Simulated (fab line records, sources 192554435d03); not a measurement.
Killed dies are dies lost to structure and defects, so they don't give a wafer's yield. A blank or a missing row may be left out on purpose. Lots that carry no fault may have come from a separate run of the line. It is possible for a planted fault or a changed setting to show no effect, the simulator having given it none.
Code-filled problem report in 8D (eight disciplines) form -- flow n5_finfet -- the parts of the form that need people (team, actions taken, sign-off) are left out

## 1. THE PROBLEM
Wafers without a fault read 125.1 s, standard deviation 0.46; run_length_s at N5_BEOL_M5_CO_CAP_78 reads a mean of 158.6 s on 4 wafers belonging to 3 lots. Relative to the usual mean, that is a shift of +73 standard deviations.
The step: material Co, precursor CCTBA/H2, target thk 2 nm, time 102.1 s.
The first sign was on wafer L876.6 at day 11 10:41, on cvd_co-01. The record holds 35 wafers of 13 lots with a number at this step. Rule for "out", or "out of limits": more than 4 standard deviations from the usual mean. Any other wafer with a number is counted as sound.

## 2. WHAT IT IS, AND WHAT IT ISN'T
question,is,is not
which readings at this step,run_length_s,"heater_power_outer_w, heater_power_w"
which lots,"L875, L876, L877","L865, L866, L869, L870, L871, L882, L883, L886, L887, L888"
which wafers of those lots,"L875.4, L875.6, L876.6, L877.4","L876.2, L877.3"
read on which tools,cvd_co-01,cvd_co-02
when,from day 11 10:41,"up to then (15 sound wafers); but 16 sound wafers of L877, L882, L883, L886, L887, L888 came after"

## 3. SUSPECTS, AND WHAT RULES EACH OUT
Counting: any tool at a process step up to the reading remains a suspect provided it ran every lot that is out. Sound lots after the first of them don't rule it out here, since some wafers of a struck lot are sound.
- pvd_sputter-03 at N5_BEOL_M5_SPUTTER_88 (material Cu, target thk 15 nm, time 27.62 s): kept. Ran every lot that is out, first one L876 (day 11 08:43); last sound lot up to then L870 (day 10 07:56).
- pvd_sputter-03 at N5_BEOL_M5_ANNEAL_89 (time 1800 s): kept. Ran every lot that is out, first one L876 (day 11 08:47); last sound lot up to then L870 (day 10 08:01).
- cvd_co-01 at N5_BEOL_M5_CO_CAP_78 (material Co, precursor CCTBA/H2, target thk 2 nm, time 102.1 s): kept. Ran every lot that is out, first one L876 (day 11 10:41); last sound lot up to then L871 (day 10 16:55). Its own readings are out on those wafers: run_length_s.
pvd_sputter-03 at N5_BEOL_M5_SPUTTER_88, pvd_sputter-03 at N5_BEOL_M5_ANNEAL_89 and cvd_co-01 at N5_BEOL_M5_CO_CAP_78 are what is left after counting.

## 4. THE CAUSE (what the simulator had put in)
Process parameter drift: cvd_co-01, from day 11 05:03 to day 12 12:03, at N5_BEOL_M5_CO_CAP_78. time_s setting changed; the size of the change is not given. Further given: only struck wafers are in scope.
After counting, 3 suspects remain, this tool included.

## 5. THE EFFECT CHAIN, in route order
One row per reading whose mean, taken over the struck wafers that have a number, lies over 3 standard deviations from the usual. Readings are gone through only where the record gives a usual standard deviation; hours: the median, over the lots, of the time from a lot's start at the first step in this table giving one to that lot's start at this step; sigmas: the change measured in usual standard deviations.
hours,step,reading,usual,on struck wafers,change,sigmas
0,N5_BEOL_M5_CO_CAP_78,run_length_s,125.1 s,158.6,+33.5,+73
Here are the process steps it includes:
- N5_BEOL_M5_CO_CAP_78: material Co, precursor CCTBA/H2, target thk 2 nm, time 102.1 s.
At these later measuring or inspecting steps, every struck wafer for which the step has a row has a number for every such reading, and none has moved that far: N5_BEOL_M6_THK_MEAS_01.

## 6. HOW IT WOULD HAVE BEEN CAUGHT EARLIER
In this record the first reading out of limits was taken at day 11 10:41, 6 hours after the fault began at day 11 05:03.
